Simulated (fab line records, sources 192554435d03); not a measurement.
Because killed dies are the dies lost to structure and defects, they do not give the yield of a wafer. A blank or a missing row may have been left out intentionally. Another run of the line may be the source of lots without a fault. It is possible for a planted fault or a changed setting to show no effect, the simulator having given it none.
fab line records	flow n5Finfet
record: lots: 7	wafers: 21
route steps=1938 shown BEOL_M8@1398 BEOL_M9@1431 BEOL_M10@1475 BEOL_M11@1573 BEOL_M12@1625
startH: the number of hours between the record's first day and the start of the first shown wafer of the lot	waitH: hours since the lot's step before	" repeats the value in the row above	L1.1+2: several wafers, shown together as one row	- value missing, or start not given	* or withheld: withheld	< > ~ a bound
route shown NAME@n: NAME is a module with steps in the file, n the number in the route of the first one	usual: mean and standard deviation over wafers with no fault	same: alike in all rows	chamber/n: place in a boat	sites: the reading at each site	_std_site: standard deviation of those values	_edge_site: outer sites' mean less inner sites'	radiusMm: for every site, how far away it sits from the centre of the wafer	mask NAME#n: copy n	behind: the most recent tool/chamber to have shaped the wafer	hold: why the lot was held/for how many hours/how that ended	device: whichever transistor did not switch (one of n, p or np)	end of line: at the end of the route, the tests of the same wafers	for a step that has no rows: nothing shown but its recipe	killed: dies lost to structure and defects at the first sort, not the wafer's yield	map: dies across one wafer; x = killed, . = not, _ = none there
set.NAME: setting as actually run; set.NAME@STEP: the setting as run at that earlier step	model.NAME: the simulator's own value behind a step, which no gauge read
lots with deliberately changed settings; one table per step, one row per wafer
== steps ==
step: N5_BEOL_M8_DEP_56
recipe: material: SiCN	targetThkA: 100	tempC: withheld	precursor: 3MS/NH3	pressureTorr: 3	rfW: 202	timeS: 17.5
lot.wafer	tool	chamber	startH	waitH	set.timeS	model.SiCN_of_BEOL_M8_DEP_56.thkNm
L075.1	pecvd-04	1	208.69	0.0	15.85	9.2
L075.3	"	0	"	"	17.5	10
L075.6	"	1	"	"	15.85	9
L077.1+2+5	pecvd-01	0,1,2	219.73	0.0	17.5	9.8
L078.2+4	pecvd-01	1,0	233.66	0.0	17.5	10
L078.3	"	2	"	"	17.5	9.8
L081.2+3	pecvd-01	1,2	240.05	0.0	18.35	10.4
L081.5	"	1	"	"	17.5	10.4
L090.4	pecvd-04	2	300.85	0.0	16.79	9.8
L090.5	"	1	"	"	17.5	10.2
L090.6	"	0	"	"	16.79	9.6
L091.2+6	pecvd-03	1	316.78	0.0	17.5	10
L091.5	"	0	"	"	17.5	10.2
L092.2+6	pecvd-04	1	326.00	0.0	16.23	9.4
L092.3	"	0	"	"	17.5	10
step: N5_BEOL_M9_EXPOSE_25
recipe: maskId: V8	na: 0.33	sourceShape: annular	sigmaInner: 0.4	sigmaOuter: 0.8	polarization: unpolarized	doseMj: 37.25
lot.wafer	tool	chamber	startH	waitH	mask	set.doseMj
L075.1	euvScanner-02	0	210.76	-	V8#0	39.63
L075.3+6	"	0	"	"	V8#0	37.25
L077.1	euvScanner-02	0	223.47	-	V8#0	37.25
L077.2+5	"	0	"	"	V8#0	34.81
L078.2+3+4	euvScanner-02	0	238.18	-	V8#0	37.25
L081.2	euvScanner-01	0	243.58	-	V8#0	38.66
L081.3+5	"	0	"	"	V8#0	37.25
L090.4+6	euvScanner-01	0	304.06	-	V8#0	37.25
L090.5	"	0	"	"	V8#0	35.57
L091.2+5+6	euvScanner-01	0	322.19	-	V8#0	37.25
L092.2	euvScanner-01	0	330.14	-	V8#0	37.25
L092.3+6	"	0	"	"	V8#0	35.44
step: N5_BEOL_M9_PEB_26
recipe: pebTempC: 100	pebTimeS: 60	resist: CAR-EUV
step: N5_BEOL_M9_DEVELOP_27
recipe: developTimeS: 30	developer: TMAH	resist: CAR-EUV	rinseLiquid: surfactantRinse	dry: airSpin	devTempC: 23
step: N5_BEOL_M9_CD_MEAS_28
recipe: targetCdNm: 70	landingEnergyEv: 500	detector: seInlens	polarity: opening
usual: cdNm: 70.01/0.22
lot.wafer	tool	chamber	startH	waitH	set.doseMj@BEOL_M9_EXPOSE_25	cdNm
L075.1	cdSem-02	0	210.89	-	39.63	71.55
L075.3	"	0	"	"	37.25	70.01
L075.6	"	0	"	"	37.25	70.11
L077.1	cdSem-01	0	223.60	-	37.25	69.86
L077.2	"	0	"	"	34.81	68.19
L077.5	"	0	"	"	34.81	68.58
L078.2	cdSem-01	0	238.31	-	37.25	70.29
L078.3	"	0	"	"	37.25	69.97
L078.4	"	0	"	"	37.25	70.41
L081.2	cdSem-03	0	243.71	-	38.66	70.79
L081.3	"	0	"	"	37.25	70.13
L081.5	"	0	"	"	37.25	70.18
L090.4	cdSem-03	0	304.17	-	37.25	69.79
L090.5	"	0	"	"	35.57	68.85
L090.6	"	0	"	"	37.25	70.14
L091.2	cdSem-02	0	322.31	-	37.25	70.70
L091.5	"	0	"	"	37.25	69.77
L091.6	"	0	"	"	37.25	70.25
L092.2	cdSem-01	0	330.26	-	37.25	69.88
L092.3	"	0	"	"	35.44	68.90
L092.6	"	0	"	"	35.44	68.88
step: N5_BEOL_M9_ETCH_66
recipe: chemistry: N2/H2	target: SOC	targetDepthA: 800	overetchA: 160	maskMaterial: SiARC	tempC: 40	timeS: 120	ionEnergyEv: 200	pressureMtorr: 30	sourceW: 840	biasW: 150	n2FlowSccm: 200	h2FlowSccm: 200
lot.wafer	tool	chamber	startH	waitH	set.timeS	model.SiARC_of_BEOL_M9_COAT_64.thkNm
L075.1	rieDiel-02	3	211.09	0.0	120	6.6
L075.3+6	"	2,1	"	"	120	6.4
L077.1+2	rieDiel-01	2,3	224.35	0.0	120	6.4
L077.5	"	1	"	"	120	6.6
L078.2+3	rieDiel-01	3,0	238.51	0.0	102.9	7.2
L078.4	"	2	"	"	120	6.2
L081.2	rieDiel-06	2	243.91	0.0	120	6.6
L081.3	"	0	"	"	142.1	5.4
L081.5	"	1	"	"	120	6.4
L090.4	rieDiel-01	1	304.41	0.0	97.03	7.6
L090.5	"	0	"	"	120	6.6
L090.6	"	3	"	"	120	6.4
L091.2+5+6	rieDiel-01	0,3,0	322.89	0.0	120	6.4
L092.2	rieDiel-02	0	330.59	0.0	120	6.4
L092.3	"	2	"	"	105.3	7
L092.6	"	2	"	"	105.3	7.2
step: N5_BEOL_M10_COAT_59
recipe: resist: SOC	tempC: 250	timeS: 60	spinRpm: 1500	resistThkNm: 100
lot.wafer	tool	chamber	startH	waitH	set.spinRpm	model.SOC_of_BEOL_M10_COAT_59.thkNm
L075.1	lithoTrack-01	0	218.19	0.1	1500	100
L075.3	"	0	"	"	1500	99.8
L075.6	"	0	"	"	1593	97
L077.1	lithoTrack-01	0	228.80	0.1	1397	103.2
L077.2	"	0	"	"	1500	99.8
L077.5	"	0	"	"	1397	103.4
L078.2	lithoTrack-02	0	245.16	0.1	1383	104.6
L078.3	"	0	"	"	1500	100.2
L078.4	"	0	"	"	1383	104.4
L081.2+3	lithoTrack-04	0	248.84	0.1	1500	100.4
L081.5	"	0	"	"	1500	100.6
L090.4+6	lithoTrack-04	0	309.03	0.1	1500	100.4
L090.5	"	0	"	"	1500	100.2
L091.2	lithoTrack-04	0	327.56	0.1	1500	100.2
L091.5+6	"	0	"	"	1500	100
L092.2	lithoTrack-02	0	336.24	0.1	1500	100.2
L092.3	"	0	"	"	1500	100.6
L092.6	"	0	"	"	1500	100.4
step: N5_BEOL_M10_EXPOSE_08
recipe: maskId: M10	na: 1.35	sourceShape: dipole	sigmaInner: 0.411	sigmaOuter: 0.611	polarization: te	doseMj: 53.75
lot.wafer	tool	chamber	startH	waitH	mask	set.doseMj
L075.1+3+6	arfiScanner-02	0	218.43	-	M10#0	53.75
L077.1+2	arfiScanner-03	0	228.92	-	M10#0	51.48
L077.5	"	0	"	"	M10#0	53.75
L078.2+3	arfiScanner-01	0	245.29	-	M10#0	53.75
L078.4	"	0	"	"	M10#0	52.29
L081.2+5	arfiScanner-01	0	249.08	-	M10#0	53.75
L081.3	"	0	"	"	M10#0	54.76
L090.4+6	arfiScanner-01	0	309.29	-	M10#0	52.15
L090.5	"	0	"	"	M10#0	53.75
L091.2+5+6	arfiScanner-01	0	327.68	-	M10#0	53.75
L092.2+6	arfiScanner-01	0	336.37	-	M10#0	56.81
L092.3	"	0	"	"	M10#0	53.75
step: N5_BEOL_M10_PEB_09
recipe: pebTempC: withheld	pebTimeS: 60	resist: CAR-ArF
step: N5_BEOL_M10_DEVELOP_10
recipe: developTimeS: 30	developer: TMAH	resist: CAR-ArF	rinseLiquid: diw	dry: airSpin	devTempC: 23
step: N5_BEOL_M10_CD_MEAS_11
recipe: targetCdNm: 64.1	landingEnergyEv: 500	detector: seInlens	polarity: opening
usual: cdNm: 64.1/0.54
lot.wafer	tool	chamber	startH	waitH	set.doseMj@BEOL_M10_EXPOSE_08	cdNm
L075.1	cdSem-03	0	218.55	-	53.75	63.1
L075.3	"	0	"	"	53.75	63.0
L075.6	"	0	"	"	53.75	63.3
L077.1	cdSem-03	0	229.05	-	51.48	63.3
L077.2	"	0	"	"	51.48	61.8
L077.5	"	0	"	"	53.75	64.0
L078.2	cdSem-03	0	245.41	-	53.75	65.1
L078.3	"	0	"	"	53.75	64.3
L078.4	"	0	"	"	52.29	63.1
L081.2	cdSem-01	0	249.21	-	53.75	63.6
L081.3	"	0	"	"	54.76	64.7
L081.5	"	0	"	"	53.75	63.8
L090.4	cdSem-03	0	309.41	-	52.15	61.7
L090.5	"	0	"	"	53.75	62.6
L090.6	"	0	"	"	52.15	61.1
L091.2	cdSem-02	0	327.80	-	53.75	63.3
L091.5	"	0	"	"	53.75	64.1
L091.6	"	0	"	"	53.75	63.4
L092.2	cdSem-02	0	336.49	-	56.81	67.0
L092.3	"	0	"	"	53.75	63.8
L092.6	"	0	"	"	56.81	67.5
step: N5_BEOL_M10_DESCUM_16
recipe: chemistry: O2	timeS: 7.9	sourcePowerW: 50	biasPowerW: 20	pressureMtorr: 20	rfFrequencyHz: 2.712e+07	tempC: 40	resist: CAR-ArF	o2FlowSccm: 225
step: N5_BEOL_M10_ETCH_61
recipe: chemistry: CF4	target: SiARC	targetDepthA: 390	maskMaterial: CAR-ArF	timeS: 65	ionEnergyEv: 80	pressureMtorr: 40	sourceW: 545	biasW: 36	Ar_flow_sccm: 100	cf4FlowSccm: 100	ends: cleared
lot.wafer	tool	chamber	startH	waitH	set.doseMj@BEOL_M10_EXPOSE_08	model.BEOL_M10.cdOffsetNm
L075.1	rieDiel-04	0	218.90	0.0	53.75	-1
L075.3	"	3	"	"	53.75	-0.8
L075.6	"	1	"	"	53.75	-0.2
L077.1	rieDiel-04	2	229.17	0.0	51.48	-1.2
L077.2	"	3	"	"	51.48	-2.2
L077.5	"	1	"	"	53.75	0.2
L078.2	rieDiel-04	1	246.05	0.0	53.75	0.8
L078.3	"	2	"	"	53.75	0.6
L078.4	"	2	"	"	52.29	-0.6
L081.2+5	rieDiel-03	2,0	250.05	0.0	53.75	-0.4
L081.3	"	1	"	"	54.76	0.2
L090.4	rieDiel-04	0	310.18	0.0	52.15	-2.6
L090.5	"	1	"	"	53.75	-1.6
L090.6	"	2	"	"	52.15	-2.8
L091.2	rieDiel-05	2	327.95	0.0	53.75	-0.8
L091.5	"	0	"	"	53.75	0
L091.6	"	3	"	"	53.75	-0.4
L092.2	rieDiel-05	1	336.95	0.0	56.81	3.2
L092.3	"	3	"	"	53.75	0
L092.6	"	2	"	"	56.81	3.4
step: N5_BEOL_M10_ETCH_62
recipe: chemistry: N2/H2	target: SOC	targetDepthA: 1100	overetchA: 220	maskMaterial: SiARC	tempC: 40	timeS: 165	ionEnergyEv: 200	pressureMtorr: 30	sourceW: 840	biasW: 150	n2FlowSccm: 200	h2FlowSccm: 200
lot.wafer	tool	chamber	startH	waitH	set.spinRpm@BEOL_M10_COAT_59	set.doseMj@BEOL_M10_EXPOSE_08	model.etch.depthNm	model.BEOL_M10.cdOffsetNm
L075.1	rieDiel-04	0	218.95	0.0	1500	53.75	100.1	-1.2
L075.3	"	3	"	"	1500	53.75	99.84	-0.8
L075.6	"	1	"	"	1593	53.75	96.94	0
L077.1	rieDiel-04	2	229.22	0.0	1397	51.48	103.3	-1.2
L077.2	"	3	"	"	1500	51.48	99.75	-2.2
L077.5	"	1	"	"	1397	53.75	103.3	0.6
L078.2	rieDiel-04	1	246.10	0.0	1383	53.75	104.7	1
L078.3	"	2	"	"	1500	53.75	100.2	0.4
L078.4	"	2	"	"	1383	52.29	104.4	-0.8
L081.2	rieDiel-03	2	250.10	0.0	1500	53.75	100.4	-0.4
L081.3	"	1	"	"	1500	54.76	100.4	0.2
L081.5	"	0	"	"	1500	53.75	100.7	-0.6
L090.4	rieDiel-04	0	310.23	0.0	1500	52.15	100.4	-2.6
L090.5	"	1	"	"	1500	53.75	100.2	-1.2
L090.6	"	2	"	"	1500	52.15	100.5	-2.8
L091.2	rieDiel-05	2	328.00	0.0	1500	53.75	100.2	-0.8
L091.5	"	0	"	"	1500	53.75	99.99	-0.2
L091.6	"	3	"	"	1500	53.75	99.9	-0.2
L092.2	rieDiel-05	1	337.00	0.0	1500	56.81	100.3	3.2
L092.3	"	3	"	"	1500	53.75	100.6	0.2
L092.6	"	2	"	"	1500	56.81	100.3	3.4
step: N5_BEOL_M10_STRIP_68
recipe: chemistry: N2/H2	tempC: 40	n2FlowSccm: 200	h2FlowSccm: 200	rfFrequencyHz: 6e+07
step: N5_BEOL_M10_STRIP_67
recipe: chemistry: CF4	resist: SiARC	powerW: 300	biasPowerW: 75	pressureMtorr: 50	cf4FlowSccm: 150	rfFrequencyHz: 6e+07
step: N5_BEOL_M10_HM_OPEN_17
recipe: chemistry: Cl2/BCl3	targetDepthA: 200	overetchA: 60	target: TiN	maskMaterial: SOC	ionEnergyEv: 150	pressureMtorr: 10	icpW: 1000	biasW: 126	Cl2_flow_sccm: 53.25	bcl3FlowSccm: 21.75	Ar_flow_sccm: 25
lot.wafer	tool	chamber	startH	waitH	set.spinRpm@BEOL_M10_COAT_59	set.doseMj@BEOL_M10_EXPOSE_08	model.SOC_of_BEOL_M10_COAT_59.thkNm	model.BEOL_M10.cdOffsetNm
L075.1	rieMetal-01	0	219.14	0.0	1500	53.75	92.2	-1.2
L075.3	"	1	"	"	1500	53.75	92	-1
L075.6	"	1	"	"	1593	53.75	89	-0.2
L077.1	rieMetal-03	0	229.41	0.0	1397	51.48	95.2	-1.2
L077.2	"	1	"	"	1500	51.48	92	-2.2
L077.5	"	1	"	"	1397	53.75	95.4	0.6
L078.2	rieMetal-03	0	246.28	0.0	1383	53.75	96.6	1.2
L078.3	"	0	"	"	1500	53.75	92	0.6
L078.4	"	1	"	"	1383	52.29	96.6	-0.8
L081.2	rieMetal-03	0	250.28	0.0	1500	53.75	92.4	-0.2
L081.3	"	0	"	"	1500	54.76	92.4	0.4
L081.5	"	1	"	"	1500	53.75	92.8	-0.4
L090.4	rieMetal-01	1	310.45	0.1	1500	52.15	92.4	-2.4
L090.5	"	0	"	"	1500	53.75	92.2	-1.2
L090.6	"	1	"	"	1500	52.15	92.4	-2.8
L091.2	rieMetal-02	0	328.19	0.0	1500	53.75	92.2	-1
L091.5	"	1	"	"	1500	53.75	92.2	-0.2
L091.6	"	0	"	"	1500	53.75	92	-0.2
L092.2	rieMetal-02	1	337.19	0.0	1500	56.81	92.4	3.2
L092.3	"	0	"	"	1500	53.75	92.6	0.2
L092.6	"	0	"	"	1500	56.81	92.4	3.4
step: N5_BEOL_M10_STRIP_19
recipe: chemistry: O2	powerW: 400	tempC: 40	pressureMtorr: 30	rfFrequencyHz: 6e+07	biasPowerW: 0	overashFraction: 0.2	o2FlowSccm: 225
step: N5_BEOL_M10_CD_MEAS_18
recipe: pitchNm: 140	targetCdNm: 70
usual: cdNm: 70.0/0.58
lot.wafer	tool	chamber	startH	waitH	set.doseMj@BEOL_M10_EXPOSE_08	cdNm
L075.1	cdSem-03	-	219.32	0.0	53.75	68.8
L075.3	"	-	"	"	53.75	69.1
L075.6	"	-	"	"	53.75	70.2
L077.1	cdSem-02	-	229.75	0.0	51.48	69.1
L077.2	"	-	"	"	51.48	67.6
L077.5	"	-	"	"	53.75	70.3
L078.2	cdSem-01	-	246.64	0.1	53.75	71.3
L078.3	"	-	"	"	53.75	70.5
L078.4	"	-	"	"	52.29	69.0
L081.2	cdSem-01	-	250.60	0.1	53.75	70.0
L081.3	"	-	"	"	54.76	70.8
L081.5	"	-	"	"	53.75	70.1
L090.4	cdSem-02	-	310.60	0.1	52.15	67.6
L090.5	"	-	"	"	53.75	68.8
L090.6	"	-	"	"	52.15	67.3
L091.2	cdSem-01	-	328.39	0.1	53.75	69.0
L091.5	"	-	"	"	53.75	69.8
L091.6	"	-	"	"	53.75	69.8
L092.2	cdSem-02	-	337.40	0.1	56.81	73.3
L092.3	"	-	"	"	53.75	70.4
L092.6	"	-	"	"	56.81	73.4
step: N5_BEOL_M10_COAT_63
recipe: resist: SOC	tempC: 250	timeS: 60	spinRpm: 1500	resistThkNm: 100
step: N5_BEOL_M10_COAT_64
recipe: resist: SiARC	tempC: 220	timeS: 60	spinRpm: 1500	resistThkNm: 30
step: N5_BEOL_M10_PRECLEAN_42
recipe: chemistry: residueRemover	timeS: 60	tempC: 40
step: N5_BEOL_M10_SRD_43
recipe: timeS: 30	tempC: 23	rinseLiquid: diw	dry: ipaMarangoni
step: N5_BEOL_M10_CD_MEAS_35
recipe: targetCdNm: 70	polarity: opening
usual: cdNm: 69.9/0.6
lot.wafer	tool	chamber	startH	waitH	set.doseMj@BEOL_M10_EXPOSE_08	cdNm
L075.1	cdSem-03	-	220.50	0.0	53.75	68.9
L075.3	"	-	"	"	53.75	69.2
L075.6	"	-	"	"	53.75	69.9
L077.1	cdSem-02	-	231.62	0.0	51.48	69.0
L077.2	"	-	"	"	51.48	67.5
L077.5	"	-	"	"	53.75	70.6
L078.2	cdSem-01	-	248.74	0.0	53.75	71.6
L078.3	"	-	"	"	53.75	70.7
L078.4	"	-	"	"	52.29	69.0
L081.2	cdSem-02	-	252.12	0.0	53.75	69.8
L081.3	"	-	"	"	54.76	70.2
L081.5	"	-	"	"	53.75	69.4
L090.4	cdSem-01	-	313.32	0.0	52.15	68.0
L090.5	"	-	"	"	53.75	68.7
L090.6	"	-	"	"	52.15	66.6
L091.2	cdSem-03	-	330.49	0.0	53.75	68.9
L091.5	"	-	"	"	53.75	69.8
L091.6	"	-	"	"	53.75	69.7
L092.2	cdSem-03	-	339.81	0.0	56.81	73.0
L092.3	"	-	"	"	53.75	70.3
L092.6	"	-	"	"	56.81	73.5
step: N5_BEOL_M11_ETCH_66
recipe: chemistry: N2/H2	target: SOC	targetDepthA: 1200	overetchA: 240	maskMaterial: SiARC	tempC: 40	timeS: 180	ionEnergyEv: 200	pressureMtorr: 30	sourceW: 840	biasW: 150	n2FlowSccm: 200	h2FlowSccm: 200
lot.wafer	tool	chamber	startH	waitH	set.timeS	model.SiARC_of_BEOL_M11_COAT_64.thkNm
L075.1	rieDiel-01	1	227.21	0.0	164.6	23.4
L075.3	"	2	"	"	164.6	23.2
L075.6	"	1	"	"	180	22.8
L077.1	rieDiel-06	0	238.90	0.0	180	22.6
L077.2+5	"	3,0	"	"	211.8	21.2
L078.2+3	rieDiel-06	3,0	256.19	0.0	180	22.6
L078.4	"	2	"	"	180	23
L081.2+3+5	rieDiel-02	1,0,1	259.66	0.0	180	22.8
L090.4+6	rieDiel-06	0,3	322.53	0.1	203.9	21.6
L090.5	"	1	"	"	180	22.6
L091.2+5	rieDiel-01	0,3	336.11	0.0	180	22.8
L091.6	"	2	"	"	180	22.6
L092.2+3	rieDiel-06	3,2	346.54	0.0	180	22.6
L092.6	"	1	"	"	155.2	23.6
step: N5_BEOL_M11_TRENCH_ETCH_37
recipe: chemistry: C4F6/O2	targetDepthA: 1488.3	target: SiCOH_lowk	timeS: 48	ionEnergyEv: 250	pressureMtorr: 30	sourceW: 345	biasW: 185	Ar_flow_sccm: 300	C4F6_flow_sccm: 10	O2_flow_sccm: 10
usual: rfVppV: 664/8.1
lot.wafer	tool	chamber	startH	waitH	set.sourceW	rfVppV
L075.1	rieDiel-01	1	-	-	345	652
L075.3	"	2	"	"	345	662
L075.6	"	1	"	"	365.4	633
L077.1	rieDiel-06	0	-	-	345	658
L077.2	"	3	"	"	345	661
L077.5	"	0	"	"	360.7	644
L078.2	rieDiel-06	3	-	-	345	660
L078.3	"	0	"	"	345	658
L078.4	"	2	"	"	345	665
L081.2	rieDiel-02	1	-	-	345	658
L081.3	"	0	"	"	345	658
L081.5	"	1	"	"	301.9	703
L090.4	rieDiel-06	0	-	-	345	659
L090.5	"	1	"	"	345	683
L090.6	"	3	"	"	295.7	715
L091.2	rieDiel-01	0	-	-	345	677
L091.5	"	3	"	"	345	663
L091.6	"	2	"	"	345	662
L092.2	rieDiel-06	3	-	-	345	659
L092.3	"	2	"	"	345	664
L092.6	"	1	"	"	345	684
step: N5_BEOL_M12_COAT_22
recipe: spinRpm: 2888	resistThkNm: 300
lot.wafer	tool	chamber	startH	waitH	set.spinRpm	model.coat_of_BEOL_M12_COAT_22.thkNm
L075.1	lithoTrack-05	0	-	-	2564	318.8
L075.3	"	0	"	"	2888	301.8
L075.6	"	0	"	"	2888	300.2
L077.1	lithoTrack-05	0	-	-	2888	298.8
L077.2	"	0	"	"	2888	300.2
L077.5	"	0	"	"	2888	299.2
L078.2	lithoTrack-05	0	-	-	2684	311.4
L078.3	"	0	"	"	2888	301
L078.4	"	0	"	"	2888	300.4
L081.2	lithoTrack-04	0	-	-	2888	301.2
L081.3	"	0	"	"	2888	300.4
L081.5	"	0	"	"	2888	301
L090.4	lithoTrack-04	0	-	-	3014	293.8
L090.5	"	0	"	"	2888	299.6
L090.6	"	0	"	"	2888	300.6
L091.2+6	lithoTrack-04	0	-	-	2888	298.8
L091.5	"	0	"	"	2888	300.2
L092.2	lithoTrack-05	0	-	-	2888	299.2
L092.3	"	0	"	"	2888	300
L092.6	"	0	"	"	2888	300.2
== key ==
split: step: N5_BEOL_M8_DEP_56	setting: timeS	stated: 17.5	by: wafer
response: step: N5_BEOL_M8_DEP_56	reading: model.SiCN_of_BEOL_M8_DEP_56.thkNm	change: +0.0819	per: 1%	r: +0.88
split: step: N5_BEOL_M9_EXPOSE_25	setting: doseMj	stated: 37.25	by: wafer
response: step: N5_BEOL_M9_CD_MEAS_28	reading: cdNm	change: +0.221	per: 1%	r: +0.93
split: step: N5_BEOL_M9_ETCH_66	setting: timeS	stated: 120	by: wafer
response: step: N5_BEOL_M9_ETCH_66	reading: model.SiARC_of_BEOL_M9_COAT_64.thkNm	change: -0.0606	per: 1%	r: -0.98
split: step: N5_BEOL_M10_COAT_59	setting: spinRpm	stated: 1500	by: wafer
response: step: N5_BEOL_M10_COAT_59	reading: model.SOC_of_BEOL_M10_COAT_59.thkNm	change: -0.516	per: 1%	r: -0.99
response: step: N5_BEOL_M10_ETCH_62	reading: model.etch.depthNm	change: -0.526	per: 1%	r: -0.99
response: step: N5_BEOL_M10_HM_OPEN_17	reading: model.SOC_of_BEOL_M10_COAT_59.thkNm	change: -0.531	per: 1%	r: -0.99
split: step: N5_BEOL_M10_EXPOSE_08	setting: doseMj	stated: 53.75	by: wafer
response: step: N5_BEOL_M10_CD_MEAS_11	reading: cdNm	change: +0.506	per: 1%	r: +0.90
response: step: N5_BEOL_M10_ETCH_61	reading: model.BEOL_M10.cdOffsetNm	change: +0.496	per: 1%	r: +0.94
response: step: N5_BEOL_M10_ETCH_62	reading: model.BEOL_M10.cdOffsetNm	change: +0.532	per: 1%	r: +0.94
response: step: N5_BEOL_M10_HM_OPEN_17	reading: model.BEOL_M10.cdOffsetNm	change: +0.535	per: 1%	r: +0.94
response: step: N5_BEOL_M10_CD_MEAS_18	reading: cdNm	change: +0.521	per: 1%	r: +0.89
response: step: N5_BEOL_M10_CD_MEAS_35	reading: cdNm	change: +0.541	per: 1%	r: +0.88
split: step: N5_BEOL_M11_ETCH_66	setting: timeS	stated: 180	by: wafer
response: step: N5_BEOL_M11_ETCH_66	reading: model.SiARC_of_BEOL_M11_COAT_64.thkNm	change: -0.0746	per: 1%	r: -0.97
split: step: N5_BEOL_M11_TRENCH_ETCH_37	setting: sourceW	stated: 345	by: wafer
response: step: N5_BEOL_M11_TRENCH_ETCH_37	reading: rfVppV	change: -3.38	per: 1%	r: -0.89
split: step: N5_BEOL_M12_COAT_22	setting: spinRpm	stated: 2888	by: wafer
response: step: N5_BEOL_M12_COAT_22	reading: model.coat_of_BEOL_M12_COAT_22.thkNm	change: -1.55	per: 1%	r: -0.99
